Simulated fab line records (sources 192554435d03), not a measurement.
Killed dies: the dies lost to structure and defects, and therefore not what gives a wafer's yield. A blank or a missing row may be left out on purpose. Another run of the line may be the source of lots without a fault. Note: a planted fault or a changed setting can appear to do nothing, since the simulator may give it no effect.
Comparing a struck lot with a sound one ; flow n5-finfet ; 36 steps out of a route of 1938
Sound: these wafers, L127.1, L127.3. Wafers L131.1, L131.4, L131.6 were the ones struck. The cause is named last.
At each step with rows: each side's tool, then ch and its chambers, then its first start. Under that, the readings that differ: sound wafers ; struck wafers ; difference of the means ; sigmas: that difference in standard deviations of wafers without a fault.
alike: words and numbers the same on both sides, and readings whose means are apart by under 2 such deviations; not compared: readings that were withheld, readings missing a value for some wafer, numbers with overlapping values and no deviation given by the record, and bounds like >300 which may hide the same value.
A row with sigmas, a row that says differs or no value, or rows on one side alone: a step with any of these is where the two part. When numbers do not overlap yet have no deviation, they are printed without sigmas and do not part them. A reading that every wafer of one side lacks parts them only if that side has two wafers or more.

first, 9 steps without rows for these wafers: N5_WELL_APT_SOFTBAKE_20 (time 60 s); N5_WELL_APT_EXPOSE_22 (exposes mask PWELL, defocus 0 nm, target cd 200 nm); N5_WELL_APT_PEB_23 (peb time 90 s); N5_WELL_APT_DEVELOP_24 (develop time 45 s); N5_WELL_APT_HARDBAKE_29 (time 120 s); N5_WELL_APT_DESCUM_30 (chemistry O2, time 7.9 s); N5_WELL_APT_IMPLANT_31; N5_WELL_APT_IMPLANT_32; N5_WELL_APT_STRIP_33 (strips in SPM, time 900 s).
N5_WELL_APT_RTA_34: time 10 s.
  sound on rtp-anneal-01 ch 0, day 5 16:25; struck on rtp-anneal-02 ch 0, day 6 15:51
reading;sound;struck;difference;sigmas
lamp-power-pct (%);12.94 12.97;11.42 11.42 11.43;-1.53;-27
lamp_zone_1_pct (%);12.96 13.00;11.38 11.40 11.45;-1.57;-49
lamp_zone_2_pct (%);13.067 12.965;11.369 11.404 11.412;-1.621;-58
lamp_zone_3_pct (%);13.027 12.961;11.407 11.434 11.406;-1.578;-53
lamp_zone_4_pct (%);13.015 12.976;11.428 11.408 11.426;-1.575;-56
lamp_zone_5_pct (%);13.03 12.95;11.44 11.43 11.41;-1.56;-52
lamp_zone_6_pct (%);12.93 12.90;11.35 11.36 11.34;-1.56;-50
lamp_zone_7_pct (%);13.39 13.38;11.79 11.72 11.73;-1.64;-51
  alike: wafer_temp_C_max
then, 25 steps without rows for these wafers: N5_WELL_APT_OXIDE_STRIP_42 (strips SiO2 in dHF, time 45 s, target depth 12 nm); N5_WELL_APT_PRECLEAN_36 (cleans in O3/DIW, time 45 s); N5_WELL_APT_PRECLEAN_39 (cleans in dHF, time 60 s); N5_WELL_APT_SRD_37 (time 30 s); N5_WELL_APT_EPI_41 (deposits Si from SiH4/H2, target thk 50 nm, time 297.7 s); N5_PMOS_HMC_CHANNEL_EPI_HM_DEP_34 (deposits SiO2 from TEOS/O2, target thk 36 nm, time 6.9 s); N5_PMOS_HMC_CHANNEL_EPI_COAT_31 (time 60 s, resist thk 66 nm); N5_PMOS_HMC_CHANNEL_EPI_COAT_03 (resist thk 205 nm); N5_PMOS_HMC_CHANNEL_EPI_EBR_05; N5_PMOS_HMC_CHANNEL_EPI_SOFTBAKE_04 (time 60 s); N5_PMOS_HMC_CHANNEL_EPI_EXPOSE_06 (exposes mask PMOS HMC BLK, target cd 240 nm); N5_PMOS_HMC_CHANNEL_EPI_PEB_07 (peb time 60 s); N5_PMOS_HMC_CHANNEL_EPI_DEVELOP_08 (develop time 30 s); N5_PMOS_HMC_CHANNEL_EPI_DESCUM_14 (chemistry O2, time 7.9 s); N5_PMOS_HMC_CHANNEL_EPI_ETCH_32 (etches BARC in N2/H2, stops on SiO2, target depth 85.8 nm, time 50.3 s); N5_PMOS_HMC_CHANNEL_EPI_HM_OPEN_15 (chemistry CHF3/O2, target SiO2, target depth 40.6 nm, time 20.3 s); N5_PMOS_HMC_CHANNEL_EPI_STRIP_33 (strips in N2/H2); N5_PMOS_HMC_CHANNEL_EPI_STRIP_17 (strips in SPM, time 750 s); N5_PMOS_HMC_CHANNEL_EPI_ETCH_38 (etches SiO2 in CF4, target depth 1.5 nm); N5_PMOS_HMC_CHANNEL_EPI_FIN_RECESS_16 (chemistry HBr/Cl2, target Si, target depth 54 nm, time 18 s); N5_PMOS_HMC_CHANNEL_EPI_PRECLEAN_36 (cleans in O3/DIW, time 45 s); N5_PMOS_HMC_CHANNEL_EPI_PRECLEAN_18 (cleans in DHF, time 30 s); N5_PMOS_HMC_CHANNEL_EPI_SRD_19 (time 30 s); N5_PMOS_HMC_CHANNEL_EPI_EPI_20 (deposits SiGe30, target thk 59 nm); N5_PMOS_HMC_CHANNEL_EPI_HM_STRIP_35 (strips SiO2 in dHF, material SiO2, target depth 39.6 nm, time 216 s).
-- record jumps: 6 days separate the struck wafers' starts on either side; left off in module PMOS_HMC_CHANNEL_EPI, taken up again in module BEOL_M4, whose first shown step is the route's number 1111 --
N5_BEOL_M4_RC_MEAS_101:
  sound on prober-01 ch 0, day 12 08:01; struck on prober-01 ch 0, day 12 12:34
reading;sound;struck;difference;sigmas
IOFF_N_LONG (nA/um);5.6e-05 5.5e-05;7.2e-05 7e-05 7e-05;+1.5e-05;+5
SS_N (mV/dec);73.3 72.7;70.6 71.4 71.2;-1.9;-3
  alike: DIBL_N, DIBL_P, IOFF_N, IOFF_P, ION_N, ION_P, SS_P, VT_N, VT_P

WHERE THEY PART
At N5_WELL_APT_RTA_34 first; at N5_BEOL_M4_RC_MEAS_101 last (within this record only).

WHY: what the simulator had put in
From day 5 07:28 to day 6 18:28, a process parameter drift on rtp-anneal-02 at N5_WELL_APT_RTA_34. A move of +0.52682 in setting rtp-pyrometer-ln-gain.
